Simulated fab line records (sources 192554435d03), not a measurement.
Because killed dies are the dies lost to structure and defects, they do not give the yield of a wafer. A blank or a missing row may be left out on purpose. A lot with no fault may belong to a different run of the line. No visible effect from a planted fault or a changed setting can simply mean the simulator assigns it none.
fab line records	flow n5-finfet
[record] lots = 6	wafers = 18	last-day = 19
route steps=1938 shown BEOL_M3@951 BEOL_M4@1111 PASSIVATION@1936
lots that met no fault: taken from a fault-free run of the same line
start-h: the number of hours between the record's first day and the start of the first shown wafer of the lot	wait-h: hours from the lot's prior step to this one	" identical to the entry in the row above	L1.1+2: a row that stands for several wafers	- no value present, or no start provided	* or withheld: withheld	< > ~ a bound
route shown NAME@n: NAME is a module with steps in the file, n the number in the route of the first one	usual: the fault-free wafers' mean and standard deviation	same: alike in all rows	chamber/n: place in a boat	sites: each site's reading	_std_site: the standard deviation of these	_edge_site: mean of outer sites minus mean of inner sites	radius-mm: how far each site lies from the wafer's centre	mask NAME#n: copy n	behind: the last tool/chamber to shape the wafer	hold: what put the lot on hold/how long, in hours/how the hold closed	device: the n, p or np transistor that did not switch	end of line: tests run on the same wafers once the route is complete	a step with no rows: only its recipe	killed: dies that structure and defects cost at the first sort, which is not the same as the wafer's yield	map: a wafer's dies, x killed, . not, _ none there
set.NAME: setting as actually run; set.NAME@STEP: the setting as run at that earlier step	model.NAME: the simulator's own value behind a step, which no gauge read
lots seen at some steps along the route; tables by step, rows by wafer
services: the hour from which a tool's chamber was out of use, counted from the record's first day as start-h (under 0 if before that day), plus the number of hours and why
[[steps]]
[step N5_BEOL_M3_STRIP_65]
[recipe] chemistry = N2/H2	temp-c = 40	n2-flow-sccm = 200	h2-flow-sccm = 200	rf-frequency-hz = 6e+07
[step N5_BEOL_M3_STRIP_75]
[recipe] chemistry = N2/H2	temp-c = 40	n2-flow-sccm = 200	h2-flow-sccm = 200	rf-frequency-hz = 6e+07
[step N5_BEOL_M3_STRIP_66]
[recipe] chemistry = CF4	resist = SiARC	power-w = 300	bias-power-w = 75	pressure-mtorr = 50	cf4-flow-sccm = 150	rf-frequency-hz = 6e+07
[usual] cf4-flow-sccm = 150.1/0.4	drypump-motor-current-A = 5.7/0.35	oes-product-au = 0.75/0.07	power-w = 300.1/0.89	rf-vpp-V = 271.4/1.4	showerhead-plenum-p-Torr = 1.80/0.052	throttle-valve-pct = 13.81/0.2
lot.wafer	tool	chamber	start-h	wait-h	cf4-flow-sccm	drypump-motor-current-A	oes-product-au	power-w	rf-hours-counter-h	rf-vpp-V	showerhead-plenum-p-Torr	throttle-valve-pct
L866.1	rie-diel-01	3	159.00	0.0	150.1	6.4	0.73	299.1	177	268.4	1.72	13.72
L866.4	"	1	"	"	149.8	6.1	0.74	298.7	176	271.0	1.78	13.80
L866.6	"	3	"	"	150.2	6.4	0.72	299.7	-	268.1	1.72	13.72
L865.1	rie-diel-01	0	159.22	0.0	149.9	5.7	0.71	300.1	182	271.0	1.79	13.82
L865.4	"	1	"	"	150.6	6.0	0.75	300.0	176	271.6	1.78	13.80
L865.5	"	2	"	"	149.9	5.5	0.73	301.1	-	272.2	1.87	14.01
L879.1	rie-diel-01	2	248.02	0.0	150.2	5.5	0.72	300.2	184	273.5	1.86	14.06
L879.3	"	0	"	"	150.1	5.7	0.70	301.7	205	271.2	1.78	13.86
L879.4	"	3	"	"	150.2	6.4	0.71	299.7	200	270.2	1.72	13.76
L878.3	rie-diel-01	1	249.78	0.0	150.7	6.0	0.72	298.6	201	271.2	1.77	13.86
L878.4	"	0	"	"	150.6	5.7	0.70	301.9	206	271.0	1.78	13.87
L878.5	"	3	"	"	149.9	6.4	0.70	299.6	-	269.4	1.72	13.77
L882.1	rie-diel-02	2	254.87	0.0	150.0	5.6	0.69	300.3	214	269.2	1.79	14.00
L882.2	"	0	"	"	149.9	5.8	0.81	298.9	72	271.5	1.76	13.32
L882.5	"	2	"	"	149.7	5.6	0.70	301.0	-	272.3	1.79	14.01
L886.2	rie-diel-03	1	299.33	0.0	150.3	5.9	0.86	301.5	31	272.4	1.89	13.54
L886.3	"	3	"	"	150.0	5.5	0.71	300.2	228	270.5	1.78	14.07
L886.6	"	0	"	"	150.2	5.5	0.71	300.0	-	269.0	1.77	13.72
[step N5_BEOL_M3_HM_OPEN_17]
[recipe] chemistry = Cl2/BCl3	target-depth-a = 200	overetch-a = 60	target = TiN	mask-material = SOC	ion-energy-ev = 150	pressure-mtorr = 10	icp-w = 1000	bias-w = 126	Cl2_flow_sccm = 53.25	bcl3-flow-sccm = 21.75	Ar_flow_sccm = 25
[usual] bias-w = 126.0/0.39	drypump-motor-current-A = 5.7/0.5	oes-product-au = 0.66/0.1	throttle-valve-pct = 22.10/0.24
lot.wafer	tool	chamber	start-h	wait-h	bias-w	drypump-motor-current-A	oes-product-au	rf-hours-counter-h	throttle-valve-pct
L866.1	rie-metal-03	1	159.04	0.0	126.3	5.5	0.77	11	21.88
L866.4	"	0	"	"	125.9	6.4	0.72	-	22.21
L866.6	"	0	"	"	125.2	6.4	0.71	-	22.24
L865.1	rie-metal-01	1	159.27	0.0	126.0	4.9	0.54	113	22.38
L865.4	"	0	"	"	125.8	6.1	0.53	-	22.26
L865.5	"	1	"	"	126.5	4.9	0.54	-	22.39
L879.1	rie-metal-03	0	248.06	0.0	125.6	6.4	0.71	28	22.22
L879.3	"	0	"	"	125.2	6.4	0.70	-	22.22
L879.4	"	1	"	"	125.8	5.5	0.73	-	21.92
L878.3	rie-metal-03	1	249.86	0.1	125.9	5.5	0.73	-	21.92
L878.4	"	0	"	"	126.0	6.4	0.70	-	22.25
L878.5	"	1	"	"	125.7	5.5	0.73	-	21.90
L882.1	rie-metal-03	0	254.91	0.0	126.1	6.4	0.71	29	22.21
L882.2	"	1	"	"	126.5	5.5	0.73	19	21.91
L882.5	"	0	"	"	126.3	6.4	0.70	-	22.21
L886.2	rie-metal-02	0	299.37	0.0	126.2	5.4	0.70	23	22.18
L886.3	"	0	"	"	125.7	5.4	0.69	-	22.18
L886.6	"	0	"	"	125.7	5.4	0.69	-	22.18
[step N5_BEOL_M3_STRIP_19]
[recipe] chemistry = O2	power-w = 400	temp-c = 40	pressure-mtorr = 30	rf-frequency-hz = 6e+07	bias-power-w = 0	overash-fraction = 0.2	o2-flow-sccm = 225
[usual] drypump-motor-current-A = 5.7/0.35	oes-product-au = 0.76/0.072	rf-vpp-V = 3.6/0.48	showerhead-plenum-p-Torr = 2.11/0.071	throttle-valve-pct = 16.89/0.2
lot.wafer	tool	chamber	start-h	wait-h	drypump-motor-current-A	oes-product-au	rf-hours-counter-h	rf-vpp-V	showerhead-plenum-p-Torr	throttle-valve-pct
L866.1	rie-diel-02	1	159.20	0.1	5.6	0.73	181	3.7	2.18	16.90
L866.4	"	0	"	"	5.8	0.86	47	4.4	2.06	16.32
L866.6	"	1	"	"	5.6	0.73	-	3.7	2.18	16.90
L865.1	rie-diel-02	3	159.38	0.1	5.1	0.97	13	4.1	2.25	16.79
L865.4	"	2	"	"	5.6	0.72	190	3.3	2.06	16.87
L865.5	"	3	"	"	5.1	0.95	-	3.7	2.26	16.78
L879.1	rie-diel-02	1	248.28	0.2	5.6	0.71	202	3.0	2.17	16.96
L879.3	"	0	"	"	5.7	0.83	69	3.6	2.05	16.37
L879.4	"	2	"	"	5.7	0.70	210	3.6	2.05	16.90
L878.3	rie-diel-02	1	250.24	0.4	5.6	0.71	203	4.9	2.17	16.95
L878.4	"	2	"	"	5.6	0.69	211	4.4	2.05	16.91
L878.5	"	0	"	"	5.8	0.84	-	4.3	2.05	16.37
L882.1	rie-diel-01	0	255.11	0.2	5.7	0.70	209	3.3	2.10	17.04
L882.2	"	1	"	"	6.0	0.72	204	4.1	2.08	16.97
L882.5	"	3	"	"	6.4	0.72	-	3.6	1.98	16.75
L886.2	rie-diel-02	1	299.48	0.1	5.6	0.71	216	3.6	2.17	16.97
L886.3	"	0	"	"	5.8	0.82	82	3.1	2.05	16.40
L886.6	"	2	"	"	5.7	0.69	-	2.9	2.05	16.92
[step N5_BEOL_M3_CD_MEAS_18]
[recipe] pitch-nm = 36	target-cd-nm = 18
[usual] cd-nm = 18.0/0.36
lot.wafer	tool	chamber	start-h	wait-h	cd-nm
L866.1	cd-sem-03	-	159.27	0.0	18.4
L866.4	"	-	"	"	18.5
L866.6	"	-	"	"	18.3
L865.1	cd-sem-02	-	159.45	0.0	18.4
L865.4	"	-	"	"	17.9
L865.5	"	-	"	"	18.4
L879.1	cd-sem-02	-	248.35	0.0	18.3
L879.3	"	-	"	"	17.9
L879.4	"	-	"	"	18.5
L878.3	cd-sem-03	-	250.31	0.1	17.8
L878.4	"	-	"	"	17.8
L878.5	"	-	"	"	18.2
L882.1	cd-sem-01	-	255.18	0.0	18.5
L882.2	"	-	"	"	18.0
L882.5	"	-	"	"	17.8
L886.2	cd-sem-03	-	299.55	0.1	18.0
L886.3	"	-	"	"	17.7
L886.6	"	-	"	"	17.8
[step N5_BEOL_M3_COAT_67]
[recipe] resist = SOC	temp-c = 250	time-s = 60	spin-rpm = 1500	resist-thk-nm = 60
[step N5_BEOL_M3_COAT_68]
[recipe] resist = SiARC	temp-c = 220	time-s = 60	spin-rpm = 1500	resist-thk-nm = 12
[step N5_BEOL_M3_COAT_76]
[recipe] resist = underlayer	temp-c = 205	time-s = 60	spin-rpm = 1500	resist-thk-nm = 5
[step N5_BEOL_M3_COAT_22]
[recipe] resist = CAR-EUV	spin-rpm = 1500	resist-thk-nm = 30
[step N5_BEOL_M3_EBR_24]
[recipe] solvent = PGMEA	ebr-width-mm = 1.5
[step N5_BEOL_M3_SOFTBAKE_23]
[recipe] temp-c = 110	time-s = 60	resist = CAR-EUV
[step N5_BEOL_M3_EXPOSE_25]
[recipe] mask-id = V2	na = 0.33	source-shape = quasar	sigma-inner = 0.2	sigma-outer = 0.8	polarization = unpolarized	defocus-nm = 5	dose-mj = 63
[usual] exposure-dose-mJ-cm2 = 62.82/0.073
lot.wafer	tool	chamber	start-h	wait-h	mask	exposure-dose-mJ-cm2
L866.1	euv-scanner-02	0	159.44	-	V2#0	62.75
L866.4	"	0	"	"	V2#0	62.86
L866.6	"	0	"	"	V2#0	62.85
L865.1	euv-scanner-01	0	159.74	-	V2#0	62.88
L865.4	"	0	"	"	V2#0	62.95
L865.5	"	0	"	"	V2#0	62.87
L879.1	euv-scanner-02	0	248.54	-	V2#0	60.19
L879.3	"	0	"	"	V2#0	60.12
L879.4	"	0	"	"	V2#0	60.09
L878.3	euv-scanner-02	0	250.50	-	V2#0	60.67
L878.4	"	0	"	"	V2#0	60.72
L878.5	"	0	"	"	V2#0	60.63
L882.1	euv-scanner-01	0	255.36	-	V2#0	62.82
L882.2	"	0	"	"	V2#0	62.83
L882.5	"	0	"	"	V2#0	62.77
L886.2	euv-scanner-01	0	299.85	-	V2#0	62.85
L886.3	"	0	"	"	V2#0	62.80
L886.6	"	0	"	"	V2#0	62.84
[step N5_BEOL_M3_PEB_26]
[recipe] peb-temp-c = 100	peb-time-s = 60	resist = CAR-EUV
[step N5_BEOL_M3_DEVELOP_27]
[recipe] develop-time-s = 30	developer = TMAH	resist = CAR-EUV	rinse-liquid = surfactant-rinse	dry = air-spin	dev-temp-c = 23
[step N5_BEOL_M3_CD_MEAS_28]
[recipe] target-cd-nm = 25.7	landing-energy-ev = 500	detector = se-inlens	target-cd-y-nm = 23.3	polarity = opening
[usual] cd-nm = 25.63/0.22
lot.wafer	tool	chamber	start-h	wait-h	cd-nm
L866.1	cd-sem-02	0	159.59	-	25.27
L866.4	"	0	"	"	25.51
L866.6	"	0	"	"	25.65
L865.1	cd-sem-02	0	159.89	-	25.84
L865.4	"	0	"	"	25.69
L865.5	"	0	"	"	25.56
L879.1	cd-sem-02	0	248.69	-	24.93
L879.3	"	0	"	"	24.90
L879.4	"	0	"	"	25.06
L878.3	cd-sem-03	0	250.63	-	24.58
L878.4	"	0	"	"	24.96
L878.5	"	0	"	"	25.38
L882.1	cd-sem-02	0	255.50	-	25.72
L882.2	"	0	"	"	25.70
L882.5	"	0	"	"	25.52
L886.2	cd-sem-03	0	299.99	-	25.85
L886.3	"	0	"	"	25.63
L886.6	"	0	"	"	25.61
[step N5_BEOL_M3_OVL_MEAS_29]
[recipe] points-per-wafer = 522
[usual] V2_OVL = 0.1/0.67
[same] points-per-wafer = 522
lot.wafer	tool	chamber	start-h	wait-h	V2_OVL[nm]
L866.1	overlay-01	0	159.62	0.0	0.3
L866.4	"	0	"	"	0.5
L866.6	"	0	"	"	1.3
L865.1	overlay-01	0	159.92	0.0	-0.5
L865.4	"	0	"	"	0.8
L865.5	"	0	"	"	0.6
L879.1	overlay-02	0	248.72	0.0	-0.7
L879.3	"	0	"	"	0.0
L879.4	"	0	"	"	-0.5
L878.3	overlay-02	0	250.67	0.0	0.4
L878.4	"	0	"	"	-0.2
L878.5	"	0	"	"	0.5
L882.1	overlay-01	0	255.53	0.0	-0.2
L882.2	"	0	"	"	-0.1
L882.5	"	0	"	"	-0.5
L886.2	overlay-02	0	300.03	0.0	-0.7
L886.3	"	0	"	"	-0.8
L886.6	"	0	"	"	0.3
[step N5_BEOL_M4_RC_MEAS_101]
[usual] DIBL_N = 35.1/1.6	DIBL_P = 34.9/1.8	IOFF_N = 0.143/0.026	IOFF_P = 0.21/0.037	ION_N = 671/11	ION_P = 463/7.8	SS_N = 71.2/0.58	SS_P = 73.0/0.54	VT_N = 251/3	VT_P = -250/4.1
lot.wafer	tool	chamber	start-h	wait-h	DIBL_N[mV/V]	DIBL_P[mV/V]	IOFF_N[nA/um]	IOFF_P[nA/um]	ION_N[uA/um]	ION_P[uA/um]	SS_N[mV/dec]	SS_P[mV/dec]	VT_N[mV]	VT_P[mV]
L866.1	prober-01	0	177.79	0.0	32.6	32.1	0.117	0.17	663	468	70.9	72.8	251	-250
L866.4	"	0	"	"	33.8	34.2	0.144	0.21	674	466	71.5	72.6	249	-248
L866.6	"	0	"	"	34.9	34.4	0.143	0.20	674	468	72.1	73.3	251	-249
L865.1	prober-02	0	186.89	0.0	36.6	36.0	0.177	0.23	693	468	70.9	72.4	247	-246
L865.4	"	0	"	"	36.0	36.2	0.172	0.24	691	478	71.3	73.6	246	-244
L865.5	"	0	"	"	37.3	37.4	0.191	0.26	688	473	71.5	72.5	248	-243
L879.1	prober-01	0	280.61	0.0	36.9	36.7	0.174	0.25	670	459	71.6	73.6	249	-246
L879.3	"	0	"	"	38.4	36.5	0.190	0.23	670	458	72.7	73.3	248	-250
L879.4	"	0	"	"	36.3	35.9	0.160	0.22	676	472	71.8	72.9	249	-248
L878.3	prober-02	0	283.86	0.4	33.6	34.5	0.133	0.19	675	463	70.5	73.1	251	-251
L878.4	"	0	"	"	33.7	34.6	0.126	0.20	667	461	71.0	73.0	253	-253
L878.5	"	0	"	"	32.1	33.4	0.114	0.18	667	467	70.3	72.9	255	-251
L882.1	prober-01	0	286.63	0.0	34.4	33.0	0.116	0.16	666	458	70.3	72.6	257	-254
L882.2	"	0	"	"	35.0	35.4	0.138	0.19	676	460	71.1	73.4	251	-251
L882.5	"	0	"	"	37.3	38.0	0.180	0.22	688	463	71.4	73.4	247	-254
L886.2	prober-02	0	331.17	0.2	36.4	37.7	0.172	0.23	687	467	71.1	73.7	247	-249
L886.3	"	0	"	"	36.6	38.5	0.183	0.24	691	461	71.9	74.1	248	-250
L886.6	"	0	"	"	36.3	37.8	0.191	0.23	674	461	71.6	73.0	244	-250
[step N5_PASSIVATION_PROBE_49]
[usual] defect-limited-yield = 91.1/1.4	killed_at_M0_to_M3 = 36/11	killed_at_M4_up = 14/5.2	killed-at-contacts = 12/6.1	killed-at-front-end = 40/12	killed-at-other = 3.2/2.5	killed-dies = 105/16	killed-open = 68/12	killed-short = 35/8.7	sort_bin_5_function = 5.2/0.89	sort_bin_6_memory = 3.3/0.66	sort-n-pass = 1074/16	sort-yield-pct = 91.1/1.4
[same] gross-dies = 1180	killed-at-back-side = 0	sort_bin_4_leakage[%] = 0	sort_bin_8_speed[%] = 0
lot.wafer	tool	chamber	start-h	wait-h	defect-limited-yield[%]	killed_at_M0_to_M3	killed_at_M4_up	killed-at-contacts	killed-at-front-end	killed-at-other	killed-dies	killed-open	killed-short	sort_bin_5_function[%]	sort_bin_6_memory[%]	sort-n-pass	sort-yield-pct[%]
L882.1	prober-01	-	387.66	0.0	90.3	36	18	18	42	1	115	83	30	6.4	3.0	1065	90.3
L882.2	prober-01	-	387.71	0.1	89.1	42	8	29	45	5	129	88	40	6.8	3.9	1051	89.1
L882.5	prober-01	-	387.86	0.2	90.9	36	14	14	40	3	107	79	26	5.8	3.2	1073	90.9
// killed by level:class
L882.1 STI_FIN_REVEAL:geometric-particle:open=15 MOL_CONTACT_COAG:geometric-particle:open=15 BEOL_M0_SAQP:geometric-particle:short=9 FIN_SAQP:geometric-particle:open=7 BEOL_M4:geometric-particle:open=7 BEOL_M2:geometric-particle:open=6 BEOL_M1:geometric-particle:open=6 FIN_SAQP:geometric-particle:short=5
L882.2 MOL_CONTACT_COAG:geometric-particle:open=22 STI_FIN_REVEAL:geometric-particle:open=15 FIN_SAQP:geometric-particle:short=12 BEOL_M0_SAQP:geometric-particle:open=11 BEOL_M0_SAQP:geometric-particle:short=8 BEOL_M2:geometric-particle:open=8 MOL_CONTACT_COAG:geometric-particle:short=7 BEOL_M1:geometric-particle:open=7
L882.5 STI_FIN_REVEAL:geometric-particle:open=18 BEOL_M2:geometric-particle:open=15 MOL_CONTACT_COAG:geometric-particle:open=10 BEOL_M0_SAQP:geometric-particle:open=6 BEOL_M5:geometric-particle:open=5 FIN_SAQP:geometric-particle:short=4 MOL_CONTACT_COAG:geometric-particle:short=4 STARTING-WAFER:geometric-particle:short=4
[[services]]
tool	chamber	start-h	hours	kind
euv-scanner-02	-	146.46	1.0	pm
rie-diel-01	1	149.61	2.3	repair
rie-diel-01	2	150.61	2.8	repair
rie-diel-03	1	161.54	-	clean
rie-diel-03	1	161.54	-	consumable-replace:focus-ring
rie-diel-03	1	161.54	-	consumable-replace:showerhead
rie-diel-03	1	161.54	15.7	scheduled-down
rie-diel-03	1	161.54	15.7	vent-cycle
euv-scanner-01	-	172.58	1.0	pm
euv-scanner-02	-	173.62	2.0	repair
euv-scanner-02	-	179.08	4.6	pm
euv-scanner-02	-	202.62	1.0	pm
euv-scanner-01	-	228.73	1.0	pm
rie-metal-01	-	238.53	0.7	repair
rie-diel-03	-	238.74	15.6	pm
rie-diel-02	-	241.28	5.4	repair
euv-scanner-02	0	242.20	-	calibration
rie-metal-01	0	257.63	-	clean
rie-metal-01	0	257.63	19.7	scheduled-down
euv-scanner-02	-	258.76	1.0	pm
rie-diel-03	0	260.05	1.3	repair
euv-scanner-01	0	272.31	-	calibration
euv-scanner-01	-	279.55	4.6	pm
euv-scanner-01	-	284.88	1.0	pm
[[key]]
[first-sign] step = N5_BEOL_M3_EXPOSE_25	reading = exposure-dose-mJ-cm2	direction = down	sigmas = 33	usual = 62.82	struck = 60.41
[effect] step = N5_BEOL_M3_CD_MEAS_28	reading = cd-nm	direction = down	sigmas = 3	usual = 25.63	struck = 24.97	through = control-loop
met-at N5_BEOL_M3_EXPOSE_25
struck-wafers L878.3,L878.4,L878.5,L879.1,L879.3,L879.4
[loop-trim] step = N5_BEOL_M3_EXPOSE_25	setting = dose	lots = L878
onset-between 159.44 248.54
[fault] kind = process-parameter-drift	tool = euv-scanner-02	chamber = -	onset-h = 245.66	steps = N5_BEOL_M3_EXPOSE_25	channel = dose-mj	offset = -2.6085	shape = step	acts-in = these-recipes-only	stated = 63
// loop-trim: a control loop set the setting to another value than it would have without faults
